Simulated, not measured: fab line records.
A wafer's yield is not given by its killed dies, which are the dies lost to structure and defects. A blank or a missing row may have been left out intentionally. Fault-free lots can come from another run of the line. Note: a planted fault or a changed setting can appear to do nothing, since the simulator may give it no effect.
Struck lot and sound lot, side by side -- flow n5 finfet -- 39 out of 1938 route steps
Sound: wafers L703.1, L703.2, L703.5. The struck wafers were L709.1, L709.3, L709.4. The cause is named last.
For every step that has rows: the tool of each side, followed by ch and its chambers, followed by its first start. Under that, the readings that differ: sound wafers -- struck wafers -- difference of the means -- sigmas: that difference in standard deviations of wafers without a fault.
alike: words and numbers the same on both sides, and readings whose means are apart by under 2 such deviations; not compared: readings that were withheld, readings missing a value for some wafer, numbers with overlapping values and no deviation given by the record, and bounds like >300 which may hide the same value.
Wherever a step has rows on one side only, a row that says differs or no value, or a row with sigmas, the two part there. Numbers that don't overlap but have no deviation are shown without sigmas and don't part them. Lack of a reading on every wafer of one side parts them only where that side has two or more wafers.

first, 9 steps without rows for these wafers: N5_STI_FIN_REVEAL_SRD_21 (time 30 s); N5_STI_FIN_REVEAL_OXIDATION_33 (chemistry O2 PLASMA REMOTE, time 20 s); N5_STI_FIN_REVEAL_CLEAN_19 (cleans in O3/DIW, time 120 s); N5_STI_FIN_REVEAL_SRD_23 (time 30 s); N5_STI_FIN_REVEAL_PRECLEAN_18 (cleans in SC2, time 45 s); N5_STI_FIN_REVEAL_SRD_28 (time 30 s); N5_DUMMY_GATE_PRECLEAN_00 (cleans in O3/DIW, time 60 s); N5_DUMMY_GATE_SRD_01 (time 30 s); N5_DUMMY_GATE_ALD_02 (deposits SiO2, target thk 2 nm, pulse time 1 s).
N5_DUMMY_GATE_CVD_03: deposits a-Si from SiH4, target thk 150 nm, time 8042 s.
  sound on lpcvd-01 ch 1/40,1/45,1/59, day 5 20:24; struck on lpcvd-01 ch 0/65,0/75,0/79, day 7 10:05
  alike: zone power upper pct
then, 3 steps without rows for these wafers: N5_DUMMY_GATE_PRECLEAN_46 (cleans in DIW, time 89.5 s); N5_DUMMY_GATE_SRD_47 (dry time 32 s); N5_DUMMY_GATE_CMP_04 (polishes a-Si).
N5_DUMMY_GATE_THK_MEAS_05:
  struck on film metro-01, day 7 14:05; sound on film metro-02, day 6 00:22
reading,sound,struck,difference,sigmas
thk nm (nm),72.3 71.8 72.2,46.0 46.4 45.2,-26.2,-24
then, 21 steps without rows for these wafers: N5_DUMMY_GATE_HM_DEP_06 (deposits SiNx from DCS/NH3, target thk 80 nm, time 5141 s); N5_DUMMY_GATE_PECVD_30 (deposits SiO2 from TEOS/O2, target thk 55 nm, time 10.8 s); N5_DUMMY_GATE_COAT_34 (time 60 s, resist thk 60 nm); N5_DUMMY_GATE_COAT_35 (time 60 s, resist thk 10 nm); N5_DUMMY_GATE_COAT_28 (time 60 s, resist thk 10 nm); N5_DUMMY_GATE_COAT_09 (resist thk 30 nm); N5_DUMMY_GATE_EBR_11; N5_DUMMY_GATE_SOFTBAKE_10 (time 60 s); N5_DUMMY_GATE_EXPOSE_12 (exposes mask GATE, target cd 25 nm); N5_DUMMY_GATE_PEB_13 (peb time 60 s); N5_DUMMY_GATE_DEVELOP_14 (develop time 30 s); N5_DUMMY_GATE_DESCUM_20 (chemistry O2, time 6.2 s); N5_DUMMY_GATE_ETCH_29 (etches underlayer in N2/H2, target depth 13 nm); N5_DUMMY_GATE_ETCH_36 (etches SiARC in CF4, target depth 13 nm); N5_DUMMY_GATE_ETCH_37 (etches SOC in N2/H2, target depth 60 nm, overetch 30 nm); N5_DUMMY_GATE_STRIP_38 (strips in N2/H2); N5_DUMMY_GATE_STRIP_39 (strips in N2/H2); N5_DUMMY_GATE_TRIM_49 (chemistry O2, time 29 s, target cd 14 nm); N5_DUMMY_GATE_STRIP_40 (strips in CF4); N5_DUMMY_GATE_ETCH_31 (etches SiO2 in C4F6/O2, target depth 82.5 nm, time 27.5 s); N5_DUMMY_GATE_STRIP_41 (strips in O2).
N5_DUMMY_GATE_ETCH_44: etches poly-Si in HBr/O2, stops on SiO2, target depth 127.5 nm.
  sound on rie si-02 ch 1,2, day 6 05:43; struck on rie si-02 ch 0,2,3, day 7 19:17
reading,sound,struck,difference,sigmas
oes product au (a.u.),0.742 0.716 0.740,0.605 0.599 0.615,-0.126,-10
  alike: bias w, drypump motor current A, throttle valve pct
  not compared: rf hours counter h
N5_SDB_THK_MEAS_31:
  struck on film metro-01, day 8 17:43; sound on film metro-01, day 7 05:11
reading,sound,struck,difference,sigmas
SDB_THK (nm),64.5 64.1 64.4,38.3 38.7 37.4,-26.2,-24
-- the record jumps here: 5 days lie between the struck wafers' starts before and after (it left off in module SDB and takes up again in module BEOL_M4, whose first step shown is number 1111 of the route) --
N5_BEOL_M4_RC_MEAS_101:
  sound on prober-01 ch 0, day 11 21:16; struck on prober-02 ch 0, day 13 20:13
reading,sound,struck,difference,sigmas
IOFF_P (nA/um),0.29 0.28 0.24,0.20 0.19 0.17,-0.08,-2
SS_P (mV/dec),74.2 75.1 75.0,73.3 73.0 73.0,-1.7,-2
VT_P (mV),-248 -242 -247,-252 -252 -256,-8,-3
  alike: DIBL_N, DIBL_P, IOFF_N, ION_N, ION_P, SS_N, VT_N
-- the record jumps here: 5 days lie between the struck wafers' starts before and after (it left off in module BEOL_M4 and takes up again in module PASSIVATION, whose first step shown is number 1936 of the route) --
N5_PASSIVATION_PROBE_49:
  the record has rows for the struck wafers here (prober-02, day 18 14:52) and none for the sound ones

WHERE THEY PART
Earliest at N5_DUMMY_GATE_THK_MEAS_05; latest, in this record, at N5_PASSIVATION_PROBE_49.

WHY: whatever the simulator had introduced
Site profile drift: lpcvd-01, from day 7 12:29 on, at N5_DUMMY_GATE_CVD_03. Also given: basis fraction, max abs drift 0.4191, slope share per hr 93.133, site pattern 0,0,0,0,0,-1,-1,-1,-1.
